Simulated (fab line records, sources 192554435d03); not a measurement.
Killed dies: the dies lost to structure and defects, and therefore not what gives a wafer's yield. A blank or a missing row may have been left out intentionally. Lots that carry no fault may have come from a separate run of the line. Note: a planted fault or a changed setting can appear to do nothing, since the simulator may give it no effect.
A lot that was struck, set against a sound lot + flow n5-finfet + 38 out of 1938 route steps
Sound: these wafers, L779.2, L779.5, L779.6. Wafers struck: L775.1, L775.2, L775.3. The cause is named last.
At each step with rows: each side's tool, then ch and its chambers, then its first start. Under that, the readings that differ: sound wafers + struck wafers + difference of the means + sigmas: that difference in standard deviations of wafers without a fault.
alike: a reading whose means differ by less than 2 such deviations, as well as words and numbers matching on both sides. not compared: withheld readings; readings where some wafer has no value; bounds like >300 that might hide an equal value; numbers whose values overlap and for which the record gives no deviation.
Wherever a step has rows on one side only, a row that says differs or no value, or a row with sigmas, the two part there. Numbers that have no deviation but don't overlap get no sigmas and don't part them. A reading missing from all wafers of one side parts the sides only when that side holds two or more wafers.

first, 12 steps without rows for these wafers: N5_GATE_CUT_STRIP_42 (strips in O2); N5_GATE_CUT_ETCH_19 (etches SiNx in CH3F/O2, target depth 53.7 nm, time 76.7 s); N5_GATE_CUT_CUT_ETCH_53 (etches W in SF6/Cl2, target depth 79.2 nm); N5_GATE_CUT_CUT_ETCH_54 (etches TiN in Cl2/BCl3, target depth 96.7 nm); N5_GATE_CUT_CUT_ETCH_55 (etches HfO2 in BCl3, target depth 3.2 nm); N5_GATE_CUT_ETCH_47 (etches SiO2 in Cl2/BCl3, target depth 10 nm); N5_GATE_CUT_VAPOR_ETCH_48 (etches TiN in BCl3/Cl2); N5_GATE_CUT_VAPOR_ETCH_49 (etches TiAlC in BCl3/Cl2); N5_GATE_CUT_VAPOR_ETCH_51 (etches HfO2 in BCl3/Cl2); N5_GATE_CUT_STRIP_21 (strips in N2/H2, time 30 s); N5_GATE_CUT_STRIP_29 (strips in post etch residue remover, time 60 s); N5_GATE_CUT_SRD_52 (time 30 s).
N5_GATE_CUT_ALD_22: deposits SiNx, target thk 16 nm, pulse time 1 s, ald cycles 320.
  sound on ald-sin-04 ch 0,3, day 9 23:59; struck on ald-sin-01 ch 0,2,3, day 8 18:20
  alike: heater-power-w, precursor-pulse-height-rel
then, 23 steps without rows for these wafers: N5_GATE_CUT_CMP_23 (polishes, stops on SiO2, t overpolish 23.4 s, target thk 16 nm); N5_GATE_CUT_CMP_43 (polishes SiO2); N5_GATE_CUT_CMP_61 (polishes, stops on SiNx, t overpolish 3 s); N5_MOL_CONTACT_COAG_COAT_103 (time 60 s, resist thk 80 nm); N5_MOL_CONTACT_COAG_COAT_104 (time 60 s, resist thk 12 nm); N5_MOL_CONTACT_COAG_COAT_58 (time 60 s, resist thk 10 nm); N5_MOL_CONTACT_COAG_COAT_02 (resist thk 30 nm); N5_MOL_CONTACT_COAG_EBR_04; N5_MOL_CONTACT_COAG_SOFTBAKE_03 (time 60 s); N5_MOL_CONTACT_COAG_EXPOSE_05 (exposes mask CA, defocus 0 nm); N5_MOL_CONTACT_COAG_PEB_06 (peb time 60 s); N5_MOL_CONTACT_COAG_DEVELOP_07 (develop time 30 s); N5_MOL_CONTACT_COAG_DESCUM_13 (chemistry O2, time 7 s); N5_MOL_CONTACT_COAG_ETCH_59 (etches underlayer in N2/H2, target depth 13 nm, time 10.4 s); N5_MOL_CONTACT_COAG_ETCH_105 (etches SiARC in CF4, target depth 15.6 nm, time 26 s); N5_MOL_CONTACT_COAG_ETCH_106 (etches SOC in N2/H2, target depth 80 nm, overetch 16 nm, time 120 s); N5_MOL_CONTACT_COAG_STRIP_107 (strips in N2/H2); N5_MOL_CONTACT_COAG_STRIP_108 (strips in N2/H2); N5_MOL_CONTACT_COAG_CONTACT_ETCH_14 (etches SiO2 in C4F6/O2, target depth 27.5 nm, overetch 8.5 nm, time 20 s); N5_MOL_CONTACT_COAG_STRIP_109 (strips in C4F6/O2); N5_MOL_CONTACT_COAG_ETCH_15 (etches SiNx in CH3F/O2, stops on Si:P, target depth 7 nm); N5_MOL_CONTACT_COAG_ETCH_110 (etches Si in CF4/O2, target depth 2.5 nm, time 8 s); N5_MOL_CONTACT_COAG_STRIP_98 (strips in N2/H2).
-- here the record skips 3 days between the struck wafers' starts before and after, leaving off in module MOL_CONTACT_COAG and picking up in module BEOL_M4 (first step shown: number 1111 of the route) --
N5_BEOL_M4_RC_MEAS_101:
  sound on prober-01 ch 0, day 13 01:19; struck on prober-02 ch 0, day 12 04:20
  alike: DIBL_N, DIBL_P, IOFF_N, IOFF_P, ION_N, ION_P, SS_N, SS_P, VT_N, VT_P
-- record jumps: 4 days separate the struck wafers' starts on either side; left off in module BEOL_M4, taken up again in module PASSIVATION, whose first shown step is the route's number 1936 --
N5_PASSIVATION_PROBE_49:
  the record has rows for the struck wafers here (prober-02, day 16 02:45) and none for the sound ones

== WHERE THEY PART ==
Within this record, at N5_PASSIVATION_PROBE_49 only.

WHY: whatever the simulator had introduced
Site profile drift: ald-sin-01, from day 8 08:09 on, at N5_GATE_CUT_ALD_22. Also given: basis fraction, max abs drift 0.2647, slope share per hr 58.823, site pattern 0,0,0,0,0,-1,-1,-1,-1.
